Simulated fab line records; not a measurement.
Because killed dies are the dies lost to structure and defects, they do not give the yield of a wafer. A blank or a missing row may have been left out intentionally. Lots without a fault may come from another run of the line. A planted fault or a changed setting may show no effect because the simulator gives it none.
What tool caused it?	flow n5_finfet	72 wafers from 24 lots sampled at 6 of the route's 1938 steps

== WHAT THE GAUGES READ, wafer by wafer ==
N5_GATE_CUT_CD_MEAS_13: target cd 20 nm. Usual: cd_nm reads 20.12 nm (standard deviation 0.26).
lot	measured	on	cd_nm (nm)	flag
L074	day 4 15:19	cd_sem-03	20.25 20.33 20.23	
L075	day 4 18:46	cd_sem-02	20.37 20.24 20.51	
L076	day 5 02:50	cd_sem-02	20.20 19.83 20.44	
L077	day 5 05:41	cd_sem-03	20.36 19.57 20.44	
L078	day 5 13:50	cd_sem-01	20.36 19.85 20.45	
L079	day 5 16:27	cd_sem-01	19.82 20.08 20.11	
L080	day 6 01:31	cd_sem-01	20.37 20.23 20.12	
L081	day 6 07:02	cd_sem-02	19.98 20.30 20.29	
L082	day 6 14:01	cd_sem-03	20.16 20.34 19.97	
L083	day 6 17:15	cd_sem-01	20.02 19.99 20.16	
L084	day 6 23:30	cd_sem-03	19.70 20.00 20.46	
L085	day 7 09:04	cd_sem-01	20.09 20.41 20.10	
L086	day 7 18:46	cd_sem-01	20.23 19.97 19.71	
L087	day 7 19:58	cd_sem-01	20.03 19.93 20.67	
L088	day 8 04:09	cd_sem-03	20.13 20.53 20.55	
L089	day 8 05:16	cd_sem-03	20.27 20.01 20.35	
L090	day 8 10:42	cd_sem-01	20.21 20.25 20.17	
L091	day 8 21:58	cd_sem-03	19.67 19.64 19.74	
L092	day 8 23:11	cd_sem-03	19.74 20.27 19.87	
L093	day 9 05:07	cd_sem-03	20.31 20.33 20.15	
L094	day 9 13:03	cd_sem-03	20.13 19.91 20.53	
L095	day 9 22:49	cd_sem-01	19.89 19.99 19.81	
L096	day 10 00:10	cd_sem-02	19.78 20.24 20.14	
L097	day 10 04:42	cd_sem-01	20.24 20.09 19.67	

== TOOL THAT RAN EACH LOT (tool first, then ch and the chambers of the sampled wafers, then the start) ==
lot	N5_SDB_ALD_29	N5_HKMG_FIN_ETCH_35	N5_HKMG_FIN_NWFM_ALD_20	N5_HKMG_FIN_ETCH_67	N5_HKMG_FIN_CMP_94
L074	ald_sin-01 ch 0,1,2, day 3 22:33	rie_diel-04 ch 2,3, day 4 07:07	ald_metal-02 ch 1,2,3, day 4 08:56	rie_diel-05 ch 0,2,3, day 4 09:23	cmp-02 ch 1,2, day 4 11:20
L075	ald_sin-04 ch 0,1,2, day 4 02:34	rie_diel-04 ch 0,2, day 4 10:58	ald_metal-02 ch 0,3, day 4 12:37	rie_diel-02 ch 0,1,2, day 4 13:04	cmp-02 ch 0,1,3, day 4 14:51
L076	ald_sin-04 ch 0,1,3, day 4 09:38	rie_diel-04 ch 1,3, day 4 18:31	ald_metal-04 ch 0,1,2, day 4 20:21	rie_diel-05 ch 1,2,3, day 4 20:47	cmp-01 ch 0,3, day 4 22:37
L077	ald_sin-04 ch 0,2,3, day 4 13:34	rie_diel-04 ch 0,3, day 4 21:57	ald_metal-03 ch 1,2,3, day 4 23:40	rie_diel-05 ch 0,1,2, day 5 00:07	cmp-03 ch 2,3, day 5 01:52
L078	ald_sin-04 ch 0,2,3, day 4 21:35	rie_diel-02 ch 0,1, day 5 06:07	ald_metal-03 ch 1,2,3, day 5 07:47	rie_diel-02 ch 0,1,3, day 5 08:16	cmp-03 ch 0,1,3, day 5 10:01
L079	ald_sin-01 ch 1,2,3, day 4 23:33	rie_diel-04 ch 1,3, day 5 08:39	ald_metal-03 ch 1,2,3, day 5 10:19	rie_diel-04 ch 1,2, day 5 10:45	cmp-03 ch 0,2,3, day 5 12:34
L080	ald_sin-04 ch 0,1,3, day 5 08:40	rie_diel-02 ch 0,1,3, day 5 17:14	ald_metal-02 ch 0,1,3, day 5 19:14	rie_diel-05 ch 0,2,3, day 5 19:46	cmp-03 ch 0,2,3, day 5 21:33
L081	ald_sin-04 ch 0,1, day 5 13:14	rie_diel-05 ch 0,3, day 5 22:52	ald_metal-04 ch 1,2,3, day 6 00:31	rie_diel-02 ch 0,2,3, day 6 01:05	cmp-02 ch 0,1,2, day 6 02:54
L082	ald_sin-01 ch 0,1, day 5 20:52	rie_diel-05 ch 1,2, day 6 06:10	ald_metal-04 ch 2,3, day 6 07:49	rie_diel-04 ch 0,1, day 6 08:20	cmp-01 ch 0,3, day 6 10:05
L083	ald_sin-03 ch 0,1,3, day 6 00:19	rie_diel-04 ch 0,2,3, day 6 09:21	ald_metal-03 ch 0,1,3, day 6 11:01	rie_diel-05 ch 0,1,3, day 6 11:28	cmp-01 ch 0,2,3, day 6 13:13
L084	ald_sin-04 ch 0,1,3, day 6 06:38	rie_diel-05 ch 2,3, day 6 15:43	ald_metal-03 ch 0,1,2, day 6 17:23	rie_diel-05 ch 1,2,3, day 6 17:49	cmp-01 ch 0,2,3, day 6 19:36
L085	ald_sin-01 ch 2,3, day 6 16:28	rie_diel-05 ch 0,3, day 7 01:12	ald_metal-02 ch 0,1, day 7 02:52	rie_diel-05 ch 2,3, day 7 03:22	cmp-03 ch 0,1,2, day 7 05:11
L086	ald_sin-03 ch 1,2,3, day 7 02:10	rie_diel-05 ch 0,1,3, day 7 10:44	ald_metal-04 ch 1,2,3, day 7 12:32	rie_diel-02 ch 0,2,3, day 7 12:58	cmp-02 ch 0,1, day 7 14:46
L087	ald_sin-04 ch 1,2,3, day 7 02:55	rie_diel-02 ch 2,3, day 7 11:55	ald_metal-03 ch 1,2,3, day 7 13:52	rie_diel-04 ch 1,2, day 7 14:18	cmp-02 ch 1,2, day 7 16:04
L088	ald_sin-01 ch 0,1,3, day 7 11:41	rie_diel-04 ch 2,3, day 7 20:07	ald_metal-02 ch 0,1,2, day 7 21:49	rie_diel-02 ch 0,2,3, day 7 22:15	cmp-03 ch 0,2,3, day 8 00:00
L089	ald_sin-04 ch 0,1,3, day 7 12:59	rie_diel-04 ch 2,3, day 7 21:26	ald_metal-03 ch 0,2,3, day 7 23:08	rie_diel-05 ch 0,2,3, day 7 23:35	cmp-02 ch 0,2,3, day 8 01:24
L090	ald_sin-03 ch 0,2,3, day 7 18:01	rie_diel-05 ch 1,2,3, day 8 02:23	ald_metal-03 ch 1,3, day 8 04:04	rie_diel-04 ch 0,2,3, day 8 04:36	cmp-03 ch 0,2, day 8 06:24
L091	ald_sin-04 ch 0,1,2, day 8 05:16	rie_diel-02 ch 1,2,3, day 8 14:01	ald_metal-04 ch 0,2,3, day 8 15:41	rie_diel-02 ch 1,2,3, day 8 16:12	cmp-03 ch 0,1,3, day 8 17:59
L092	ald_sin-03 ch 0,1,3, day 8 06:39	rie_diel-05 ch 1,2,3, day 8 15:12	ald_metal-04 ch 2,3, day 8 16:58	rie_diel-05 ch 0,3, day 8 17:25	cmp-02 ch 2,3, day 8 19:10
L093	ald_sin-01 ch 0,3, day 8 12:37	rie_diel-02 ch 0,2,3, day 8 21:25	ald_metal-04 ch 1,3, day 8 23:04	rie_diel-05 ch 0,1,3, day 8 23:31	cmp-03 ch 0,1,2, day 9 01:17
L094	ald_sin-03 ch 1,3, day 8 20:23	rie_diel-05 ch 0,2, day 9 04:55	ald_metal-03 ch 0,1,2, day 9 06:37	rie_diel-05 ch 2,3, day 9 07:03	cmp-01 ch 0,1,2, day 9 08:50
L095	ald_sin-04 ch 0,3, day 9 05:52	rie_diel-02 ch 2,3, day 9 14:58	ald_metal-03 ch 0,3, day 9 16:37	rie_diel-04 ch 2,3, day 9 17:07	cmp-01 ch 0,3, day 9 18:54
L096	ald_sin-01 ch 0,3, day 9 07:47	rie_diel-02 ch 1,2,3, day 9 16:13	ald_metal-04 ch 0,3, day 9 18:07	rie_diel-02 ch 1,3, day 9 18:34	cmp-02 ch 0,2, day 9 20:19
L097	ald_sin-04 ch 0,2,3, day 9 12:16	rie_diel-05 ch 2,3, day 9 20:44	ald_metal-02 ch 0,2,3, day 9 22:23	rie_diel-05 ch 1,2,3, day 9 22:50	cmp-01 ch 1,2, day 10 00:35
- N5_SDB_ALD_29: deposits SiNx, target thk 30 nm, pulse time 1 s, ald cycles 600.
- N5_HKMG_FIN_ETCH_35: etches SOC in N2/H2, target depth 215.8 nm, time 243.4 s.
- N5_HKMG_FIN_NWFM_ALD_20: deposits TiAlC, target thk 2 nm, pulse time 3 s, purge time 2 s.
- N5_HKMG_FIN_ETCH_67: etches SOC in N2/H2, stops on TiN, target depth 388.9 nm.
- N5_HKMG_FIN_CMP_94: polishes, stops on SiNx, t overpolish 4.7 s, target thk 43.299 nm.

== AS READ BY THE TOOLS THEMSELVES (means over the sampled wafers that have a number; for cases with no such wafer, the mark the record gives instead) ==
N5_SDB_ALD_29. Usual: heater_power_w 826 W, standard deviation 72; precursor_pulse_height_rel 1.002, standard deviation 0.021.
lot	tool	heater_power_w (W)	precursor_pulse_height_rel	flag
L074	ald_sin-01	852	1.009	
L075	ald_sin-04	782	1.024	
L076	ald_sin-04	777	1.015	
L077	ald_sin-04	794	1.007	
L078	ald_sin-04	799	1.025	
L079	ald_sin-01	896	1.005	
L080	ald_sin-04	771	1.005	
L081	ald_sin-04	793	0.999	
L082	ald_sin-01	869	0.991	
L083	ald_sin-03	848	0.995	
L084	ald_sin-04	776	1.002	
L085	ald_sin-01	871	0.995	
L086	ald_sin-03	856	1.001	
L087	ald_sin-04	763	0.993	
L088	ald_sin-01	924	0.991	
L089	ald_sin-04	783	0.994	
L090	ald_sin-03	813	1.003	
L091	ald_sin-04	791	1.001	
L092	ald_sin-03	839	1.006	
L093	ald_sin-01	926	0.997	
L094	ald_sin-03	879	1.002	
L095	ald_sin-04	811	0.990	
L096	ald_sin-01	928	1.006	
L097	ald_sin-04	803	1.011	

N5_HKMG_FIN_ETCH_35. Usual: drypump_motor_current_A 5.8 A, standard deviation 0.42; oes_product_au 0.74 a.u., standard deviation 0.053; rf_fwd_power_W 2993 W, standard deviation 9.6; rf_vpp_V 141.5 V, standard deviation 1; showerhead_plenum_p_Torr 2.55 Torr, standard deviation 0.099; throttle_valve_pct 17.93 %, standard deviation 0.27.
lot	tool	drypump_motor_current_A (A)	oes_product_au (a.u.)	rf_fwd_power_W (W)	rf_vpp_V (V)	showerhead_plenum_p_Torr (Torr)	throttle_valve_pct (%)	flag
L074	rie_diel-04	5.9	0.75	2996	140.8	2.52	17.98	
L075	rie_diel-04	5.8	0.81	2999	141.6	2.46	17.46	
L076	rie_diel-04	5.4	0.72	2992	141.9	2.64	18.19	
L077	rie_diel-04	5.7	0.76	2980	141.1	2.59	17.92	
L078	rie_diel-02	5.8	0.72	3001	140.7	2.57	17.95	
L079	rie_diel-04	5.4	0.71	2994	141.7	2.64	18.20	
L080	rie_diel-02	5.5	0.72	3000	140.5	2.53	17.92	
L081	rie_diel-05	5.8	0.73	2988	141.4	2.55	18.11	
L082	rie_diel-05	5.9	0.72	3003	141.8	2.57	17.89	
L083	rie_diel-04	5.8	0.75	2995	142.3	2.51	17.81	
L084	rie_diel-05	5.7	0.74	2985	141.9	2.61	17.83	
L085	rie_diel-05	5.9	0.75	3001	141.4	2.53	17.99	
L086	rie_diel-05	6.1	0.71	2998	140.9	2.49	18.05	
L087	rie_diel-02	5.9	0.81	2986	142.4	2.64	17.85	
L088	rie_diel-04	6.0	0.73	2995	141.1	2.51	18.02	
L089	rie_diel-04	6.0	0.73	2990	141.2	2.51	18.02	
L090	rie_diel-05	6.0	0.72	2989	141.6	2.52	17.92	
L091	rie_diel-02	5.7	0.76	2989	141.9	2.62	17.96	
L092	rie_diel-05	6.0	0.71	2995	142.1	2.52	17.91	
L093	rie_diel-02	5.7	0.75	2983	140.8	2.54	17.86	
L094	rie_diel-05	5.6	0.71	2991	142.0	2.60	18.01	
L095	rie_diel-02	5.4	0.76	3003	140.8	2.58	17.94	
L096	rie_diel-02	5.7	0.74	3000	141.4	2.62	17.98	
L097	rie_diel-05	5.9	0.74	2997	141.6	2.56	17.88	

N5_HKMG_FIN_NWFM_ALD_20. Usual: heater_power_w 481 W, standard deviation 38; precursor_pulse_height_rel 1.000, standard deviation 0.019.
lot	tool	heater_power_w (W)	precursor_pulse_height_rel	flag
L074	ald_metal-02	457	1.004	
L075	ald_metal-02	449	0.992	
L076	ald_metal-04	499	1.014	
L077	ald_metal-03	481	1.012	
L078	ald_metal-03	479	1.003	
L079	ald_metal-03	481	1.011	
L080	ald_metal-02	443	1.005	
L081	ald_metal-04	507	1.020	
L082	ald_metal-04	498	0.989	
L083	ald_metal-03	481	1.021	
L084	ald_metal-03	497	1.011	
L085	ald_metal-02	409	1.017	
L086	ald_metal-04	512	0.991	
L087	ald_metal-03	478	0.994	
L088	ald_metal-02	422	0.984	
L089	ald_metal-03	488	0.981	
L090	ald_metal-03	475	1.000	
L091	ald_metal-04	499	1.005	
L092	ald_metal-04	498	0.982	
L093	ald_metal-04	528	0.999	
L094	ald_metal-03	493	1.014	
L095	ald_metal-03	494	0.986	
L096	ald_metal-04	495	0.980	
L097	ald_metal-02	459	0.974	

N5_HKMG_FIN_ETCH_67. Usual: drypump_motor_current_A 5.8 A, standard deviation 0.45; oes_product_au 0.73 a.u., standard deviation 0.048; rf_fwd_power_W 845 W, standard deviation 3.2; rf_vpp_V 240.7 V, standard deviation 1.4; showerhead_plenum_p_Torr 2.55 Torr, standard deviation 0.1; throttle_valve_pct 17.92 %, standard deviation 0.22.
lot	tool	drypump_motor_current_A (A)	oes_product_au (a.u.)	rf_fwd_power_W (W)	rf_vpp_V (V)	showerhead_plenum_p_Torr (Torr)	throttle_valve_pct (%)	flag
L074	rie_diel-05	5.7	0.74	844	241.7	2.58	17.92	
L075	rie_diel-02	6.0	0.77	848	241.5	2.59	17.82	
L076	rie_diel-05	6.1	0.73	844	240.7	2.53	17.84	
L077	rie_diel-05	5.9	0.71	845	241.2	2.54	17.99	
L078	rie_diel-02	5.5	0.72	847	240.3	2.53	17.88	
L079	rie_diel-04	5.8	0.74	848	241.0	2.51	17.93	
L080	rie_diel-05	5.7	0.73	846	239.6	2.58	17.93	
L081	rie_diel-02	5.7	0.76	844	240.5	2.55	17.81	
L082	rie_diel-04	5.4	0.74	842	241.8	2.58	17.86	
L083	rie_diel-05	6.1	0.71	845	239.7	2.49	18.01	
L084	rie_diel-05	6.0	0.72	844	240.2	2.53	17.86	
L085	rie_diel-05	5.9	0.75	843	241.1	2.57	17.79	
L086	rie_diel-02	5.7	0.74	844	240.7	2.54	17.82	
L087	rie_diel-04	5.8	0.73	846	240.7	2.50	17.96	
L088	rie_diel-02	5.7	0.74	845	240.6	2.54	17.83	
L089	rie_diel-05	5.7	0.72	846	240.9	2.57	17.96	
L090	rie_diel-04	5.8	0.74	845	239.8	2.51	17.82	
L091	rie_diel-02	5.7	0.74	843	241.4	2.62	17.93	
L092	rie_diel-05	5.8	0.71	847	240.8	2.54	18.12	
L093	rie_diel-05	6.1	0.70	845	239.7	2.49	18.05	
L094	rie_diel-05	5.8	0.72	842	241.3	2.60	17.83	
L095	rie_diel-04	5.9	0.71	849	239.3	2.50	18.02	
L096	rie_diel-02	5.2	0.69	847	241.0	2.56	18.01	
L097	rie_diel-05	6.0	0.70	845	240.9	2.51	17.92	

N5_HKMG_FIN_CMP_94. Usual: motor_current_A reads 12.5 A (standard deviation 1.3).
lot	tool	motor_current_A (A)	flag
L074	cmp-02	12.4	
L075	cmp-02	13.2	
L076	cmp-01	13.4	
L077	cmp-03	12.3	
L078	cmp-03	12.3	
L079	cmp-03	12.7	
L080	cmp-03	13.2	
L081	cmp-02	13.1	
L082	cmp-01	14.0	
L083	cmp-01	12.7	
L084	cmp-01	12.2	
L085	cmp-03	12.6	
L086	cmp-02	12.3	
L087	cmp-02	12.3	
L088	cmp-03	12.2	
L089	cmp-02	13.1	
L090	cmp-03	13.0	
L091	cmp-03	12.5	
L092	cmp-02	14.0	
L093	cmp-03	12.2	
L094	cmp-01	11.1	
L095	cmp-01	13.6	
L096	cmp-02	13.1	
L097	cmp-01	9.9	

== THE ANSWER, worked out from the rows above alone ==
Rule: lot off if the mean of its wafers having a number is beyond 3 standard deviations from the usual mean. Also off: a lot with no number at a reading for which 4 or more lots have one. Where the step has rows for the other lots, those lots are counted as sound. The gauges are gone through in route order, then the tools' own readings, and for those a lot's mean is taken as printed above. The first step at which some lot is off is used, and at that step the reading that is off furthest; a lot without a number counts as furthest.
None of the lots is off at any reading shown; this tells nothing.

== WHAT THE SIMULATOR HAD INSERTED ==
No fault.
